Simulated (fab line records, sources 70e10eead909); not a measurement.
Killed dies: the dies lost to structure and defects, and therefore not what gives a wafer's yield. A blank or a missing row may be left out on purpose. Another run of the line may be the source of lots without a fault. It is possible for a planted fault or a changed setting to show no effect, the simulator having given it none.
8D (eight disciplines) problem report, filled in by code    flow nandHarc    the parts of the form that need people (team, actions taken, sign-off) are left out

== 1. WHAT IS WRONG ==
Mean of timeToEndpointS at NHARC_P_M0_CMP_23: 13.7 s across 3 wafers in 2 lots; on wafers with no fault it is 27.9 s (standard deviation 2.6). Relative to the usual mean, that is a shift of -5.5 standard deviations.
The step: polishes, t overpolish 20 s, target thk 117.54 nm.
Seen first at day 10 03:37 on cmp-04, wafer L964.5. Wafers with a number at this step in the record: 39, from 13 lots. The rule behind "out" and "out of limits": a value lying over 4 standard deviations away from the usual mean. The other wafers with a number count as sound.

== 2. WHAT IT IS AND WHAT IT IS NOT ==
question                     is                      is not
which readings at this step  timeToEndpointS         motorCurrentA, slurryFilterDpKPa, slurryFlowMlMin
which lots                   L964, L965              L957, L958, L959, L960, L961, L962, L972, L973, L974, L975, L978
which wafers of those lots   L964.5, L965.1, L965.4  L964.2, L964.6, L965.2
read on which tools          cmp-01, cmp-04          cmp-02
when                         from day 10 03:37       up to then (20 sound wafers); but 16 sound wafers of L965, L972, L973, L974, L975, L978 came after

== 3. WHAT RULES OUT EACH SUSPECT ==
Counting: any tool at a process step up to the reading remains a suspect provided it ran every lot that is out. Sound lots after the first of them don't rule it out here, since some wafers of a struck lot are sound.
- ecdCu-01 at NHARC_P_M0_ECD_22 (material Cu, target thk 400 nm): kept. It processed each lot that is out (first: L964, day 10 02:53); up to then, its last sound lot is L962 (day 9 07:33).
The count leaves ecdCu-01 at NHARC_P_M0_ECD_22.

== 4. THE CAUSE (what the simulator had put in) ==
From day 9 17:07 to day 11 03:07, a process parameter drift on ecdCu-01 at NHARC_P_M0_ECD_22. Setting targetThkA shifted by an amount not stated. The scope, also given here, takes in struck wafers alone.
The count eliminated every tool but this one.

== 5. THE CHAIN OF EFFECTS, in route order ==
One row per reading whose mean, taken over the struck wafers that have a number, lies over 3 standard deviations from the usual. Readings are gone through only where the record gives a usual standard deviation; hours: the median, over the lots, of the time from a lot's start at the first step in this table giving one to that lot's start at this step; sigmas: the change measured in usual standard deviations.
hours  step               reading          usual   on struck wafers  change  sigmas
0      NHARC_P_M0_CMP_23  timeToEndpointS  27.9 s  13.7              -14.2   -5.5
Its process steps:
- NHARC_P_M0_CMP_23: polishes, t overpolish 20 s, target thk 117.54 nm.
Later steps that measure or inspect, where all struck wafers having a row at the step show a number for every such reading and not one has moved that far: NHARC_P_M0_INSPECT_27, NHARC_END_SORT_01.

== 6. WHAT WOULD HAVE CAUGHT IT SOONER ==
First out-of-limits reading in this record: day 10 03:37, which is 10 hours after fault onset at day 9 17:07.
Lots out: 2; of these, L965 started NHARC_P_M0_ECD_22 on ecdCu-01 after day 10 03:37. Putting the tool on hold at that point would have spared it.
